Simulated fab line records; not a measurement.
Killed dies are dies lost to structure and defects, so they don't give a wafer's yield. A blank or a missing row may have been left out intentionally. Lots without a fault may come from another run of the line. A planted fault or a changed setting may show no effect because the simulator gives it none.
fab line records :: flow n5_finfet
record:
  lots: 7
  wafers: 39
route steps=1938 shown MIM_BOT_LITHO@1860
start_h: start of the lot's first displayed wafer, in hours after the record's first day :: wait_h: hours from the lot's prior step to this one :: " repeats the value in the row above :: L1.1+2: a row that stands for several wafers :: - no value, or no start was given :: * or withheld: withheld :: < > ~ a bound
route shown NAME@n: NAME is a module with steps in the file, n the number in the route of the first one :: usual: mean/standard deviation of fault-free wafers :: same: alike in all rows :: chamber/n: place in a boat :: sites: the reading at each site :: _std_site: standard deviation of those values :: _edge_site: the outer-site mean with the inner-site mean subtracted :: radius_mm: for every site, how far away it sits from the centre of the wafer :: mask NAME#n: copy n :: behind: the tool/chamber that last shaped the wafer :: hold: cause of the lot's hold/its duration in hours/its outcome :: device: transistor that didn't switch, given as n, p or np :: end of line: the tests these same wafers got at the end of their route :: where a step has no rows: the recipe by itself :: killed: dies that structure and defects cost at the first sort, which is not the same as the wafer's yield :: map: the dies of a wafer, with x for killed, . for not killed, _ for no die there
set.NAME: the setting as run; set.NAME@STEP: as run at that earlier step :: model.NAME: the simulator's own value behind a step, which no gauge read
lots with deliberately changed settings; one table per step, one row per wafer
== steps ==
step: N5_MIM_BOT_LITHO_DEVELOP_07
recipe:
  develop_time_s: 60
  rinse_liquid: diw
  dry: air_spin
  dev_temp_c: 21
lot.wafer: L076.1+2+4
tool: litho_track-02
chamber: 0
start_h: -
wait_h: -
set.develop_time_s: 60

lot.wafer: L077.1+2+3+4+5+6
tool: litho_track-02
chamber: 0
start_h: -
wait_h: -
set.develop_time_s: 60

lot.wafer: L082.1+2+3
tool: litho_track-02
chamber: 0
start_h: -
wait_h: -
set.develop_time_s: 60

lot.wafer: L082.4+5+6
tool: litho_track-02
chamber: 0
start_h: -
wait_h: -
set.develop_time_s: 85.96

lot.wafer: L080.1+2+3+4+5+6
tool: litho_track-05
chamber: 0
start_h: -
wait_h: -
set.develop_time_s: 60

lot.wafer: L084.1+5+6
tool: litho_track-05
chamber: 0
start_h: -
wait_h: -
set.develop_time_s: 60

lot.wafer: L084.2+3+4
tool: litho_track-05
chamber: 0
start_h: -
wait_h: -
set.develop_time_s: 82.09

lot.wafer: L093.1+2+3+4+5+6
tool: litho_track-02
chamber: 0
start_h: -
wait_h: -
set.develop_time_s: 60

lot.wafer: L095.1+3+6
tool: litho_track-05
chamber: 0
start_h: -
wait_h: -
set.develop_time_s: 60

lot.wafer: L095.2+4+5
tool: litho_track-05
chamber: 0
start_h: -
wait_h: -
set.develop_time_s: 78.95
step: N5_MIM_BOT_LITHO_HARDBAKE_09
recipe:
  temp_c: 130
  time_s: 120
step: N5_MIM_BOT_LITHO_CD_MEAS_08
recipe:
  target_cd_nm: 3000
  landing_energy_ev: 500
  detector: se_inlens
  polarity: opening
usual:
  cd_nm: 2999.8/1.9
lot.wafer: L076.1
tool: cd_sem-03
chamber: 0
start_h: 295.33
wait_h: -
set.develop_time_s@MIM_BOT_LITHO_DEVELOP_07: 60
cd_nm: 2997.4

lot.wafer: L076.2
tool: cd_sem-03
chamber: 0
start_h: 295.33
wait_h: -
set.develop_time_s@MIM_BOT_LITHO_DEVELOP_07: 60
cd_nm: 2996.6

lot.wafer: L076.4
tool: cd_sem-03
chamber: 0
start_h: 295.33
wait_h: -
set.develop_time_s@MIM_BOT_LITHO_DEVELOP_07: 60
cd_nm: 2995.5

lot.wafer: L077.1
tool: cd_sem-03
chamber: 0
start_h: 295.51
wait_h: -
set.develop_time_s@MIM_BOT_LITHO_DEVELOP_07: 60
cd_nm: 3000.9

lot.wafer: L077.2
tool: cd_sem-03
chamber: 0
start_h: 295.51
wait_h: -
set.develop_time_s@MIM_BOT_LITHO_DEVELOP_07: 60
cd_nm: 2999.8

lot.wafer: L077.3
tool: cd_sem-03
chamber: 0
start_h: 295.51
wait_h: -
set.develop_time_s@MIM_BOT_LITHO_DEVELOP_07: 60
cd_nm: -

lot.wafer: L077.4
tool: cd_sem-03
chamber: 0
start_h: 295.51
wait_h: -
set.develop_time_s@MIM_BOT_LITHO_DEVELOP_07: 60
cd_nm: -

lot.wafer: L077.5
tool: cd_sem-03
chamber: 0
start_h: 295.51
wait_h: -
set.develop_time_s@MIM_BOT_LITHO_DEVELOP_07: 60
cd_nm: -

lot.wafer: L077.6
tool: cd_sem-03
chamber: 0
start_h: 295.51
wait_h: -
set.develop_time_s@MIM_BOT_LITHO_DEVELOP_07: 60
cd_nm: 2999.7

lot.wafer: L082.1
tool: cd_sem-03
chamber: 0
start_h: 318.02
wait_h: -
set.develop_time_s@MIM_BOT_LITHO_DEVELOP_07: 60
cd_nm: -

lot.wafer: L082.2
tool: cd_sem-03
chamber: 0
start_h: 318.02
wait_h: -
set.develop_time_s@MIM_BOT_LITHO_DEVELOP_07: 60
cd_nm: 2999.6

lot.wafer: L082.3
tool: cd_sem-03
chamber: 0
start_h: 318.02
wait_h: -
set.develop_time_s@MIM_BOT_LITHO_DEVELOP_07: 60
cd_nm: 2999.3

lot.wafer: L082.4
tool: cd_sem-03
chamber: 0
start_h: 318.02
wait_h: -
set.develop_time_s@MIM_BOT_LITHO_DEVELOP_07: 85.96
cd_nm: -

lot.wafer: L082.5
tool: cd_sem-03
chamber: 0
start_h: 318.02
wait_h: -
set.develop_time_s@MIM_BOT_LITHO_DEVELOP_07: 85.96
cd_nm: 3005.8

lot.wafer: L082.6
tool: cd_sem-03
chamber: 0
start_h: 318.02
wait_h: -
set.develop_time_s@MIM_BOT_LITHO_DEVELOP_07: 85.96
cd_nm: -

lot.wafer: L080.1
tool: cd_sem-02
chamber: 0
start_h: 319.97
wait_h: -
set.develop_time_s@MIM_BOT_LITHO_DEVELOP_07: 60
cd_nm: 2997.9

lot.wafer: L080.2
tool: cd_sem-02
chamber: 0
start_h: 319.97
wait_h: -
set.develop_time_s@MIM_BOT_LITHO_DEVELOP_07: 60
cd_nm: 3002.2

lot.wafer: L080.3
tool: cd_sem-02
chamber: 0
start_h: 319.97
wait_h: -
set.develop_time_s@MIM_BOT_LITHO_DEVELOP_07: 60
cd_nm: 3002.8

lot.wafer: L080.4
tool: cd_sem-02
chamber: 0
start_h: 319.97
wait_h: -
set.develop_time_s@MIM_BOT_LITHO_DEVELOP_07: 60
cd_nm: 2999.8

lot.wafer: L080.5
tool: cd_sem-02
chamber: 0
start_h: 319.97
wait_h: -
set.develop_time_s@MIM_BOT_LITHO_DEVELOP_07: 60
cd_nm: 3000.0

lot.wafer: L080.6
tool: cd_sem-02
chamber: 0
start_h: 319.97
wait_h: -
set.develop_time_s@MIM_BOT_LITHO_DEVELOP_07: 60
cd_nm: 3002.5

lot.wafer: L084.1
tool: cd_sem-03
chamber: 0
start_h: 357.12
wait_h: -
set.develop_time_s@MIM_BOT_LITHO_DEVELOP_07: 60
cd_nm: 3002.8

lot.wafer: L084.2
tool: cd_sem-03
chamber: 0
start_h: 357.12
wait_h: -
set.develop_time_s@MIM_BOT_LITHO_DEVELOP_07: 82.09
cd_nm: 3006.1

lot.wafer: L084.3
tool: cd_sem-03
chamber: 0
start_h: 357.12
wait_h: -
set.develop_time_s@MIM_BOT_LITHO_DEVELOP_07: 82.09
cd_nm: 3008.0

lot.wafer: L084.4
tool: cd_sem-03
chamber: 0
start_h: 357.12
wait_h: -
set.develop_time_s@MIM_BOT_LITHO_DEVELOP_07: 82.09
cd_nm: 3008.2

lot.wafer: L084.5
tool: cd_sem-03
chamber: 0
start_h: 357.12
wait_h: -
set.develop_time_s@MIM_BOT_LITHO_DEVELOP_07: 60
cd_nm: 2998.6

lot.wafer: L084.6
tool: cd_sem-03
chamber: 0
start_h: 357.12
wait_h: -
set.develop_time_s@MIM_BOT_LITHO_DEVELOP_07: 60
cd_nm: 2999.3

lot.wafer: L093.1
tool: cd_sem-01
chamber: 0
start_h: 376.46
wait_h: -
set.develop_time_s@MIM_BOT_LITHO_DEVELOP_07: 60
cd_nm: 2997.9

lot.wafer: L093.2
tool: cd_sem-01
chamber: 0
start_h: 376.46
wait_h: -
set.develop_time_s@MIM_BOT_LITHO_DEVELOP_07: 60
cd_nm: 2998.8

lot.wafer: L093.3
tool: cd_sem-01
chamber: 0
start_h: 376.46
wait_h: -
set.develop_time_s@MIM_BOT_LITHO_DEVELOP_07: 60
cd_nm: 2998.6

lot.wafer: L093.4
tool: cd_sem-01
chamber: 0
start_h: 376.46
wait_h: -
set.develop_time_s@MIM_BOT_LITHO_DEVELOP_07: 60
cd_nm: 3001.0

lot.wafer: L093.5
tool: cd_sem-01
chamber: 0
start_h: 376.46
wait_h: -
set.develop_time_s@MIM_BOT_LITHO_DEVELOP_07: 60
cd_nm: 2998.9

lot.wafer: L093.6
tool: cd_sem-01
chamber: 0
start_h: 376.46
wait_h: -
set.develop_time_s@MIM_BOT_LITHO_DEVELOP_07: 60
cd_nm: 2997.6

lot.wafer: L095.1
tool: cd_sem-02
chamber: 0
start_h: 406.97
wait_h: -
set.develop_time_s@MIM_BOT_LITHO_DEVELOP_07: 60
cd_nm: 3001.4

lot.wafer: L095.2
tool: cd_sem-02
chamber: 0
start_h: 406.97
wait_h: -
set.develop_time_s@MIM_BOT_LITHO_DEVELOP_07: 78.95
cd_nm: 3007.1

lot.wafer: L095.3
tool: cd_sem-02
chamber: 0
start_h: 406.97
wait_h: -
set.develop_time_s@MIM_BOT_LITHO_DEVELOP_07: 60
cd_nm: 2997.8

lot.wafer: L095.4
tool: cd_sem-02
chamber: 0
start_h: 406.97
wait_h: -
set.develop_time_s@MIM_BOT_LITHO_DEVELOP_07: 78.95
cd_nm: 3006.4

lot.wafer: L095.5
tool: cd_sem-02
chamber: 0
start_h: 406.97
wait_h: -
set.develop_time_s@MIM_BOT_LITHO_DEVELOP_07: 78.95
cd_nm: 3005.1

lot.wafer: L095.6
tool: cd_sem-02
chamber: 0
start_h: 406.97
wait_h: -
set.develop_time_s@MIM_BOT_LITHO_DEVELOP_07: 60
cd_nm: 2999.9
== key ==
split:
  step: N5_MIM_BOT_LITHO_DEVELOP_07
  setting: develop_time_s
  stated: 60
  by: wafer
response:
  step: N5_MIM_BOT_LITHO_CD_MEAS_08
  reading: cd_nm
  change: +0.186
  per: 1%
  r: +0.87
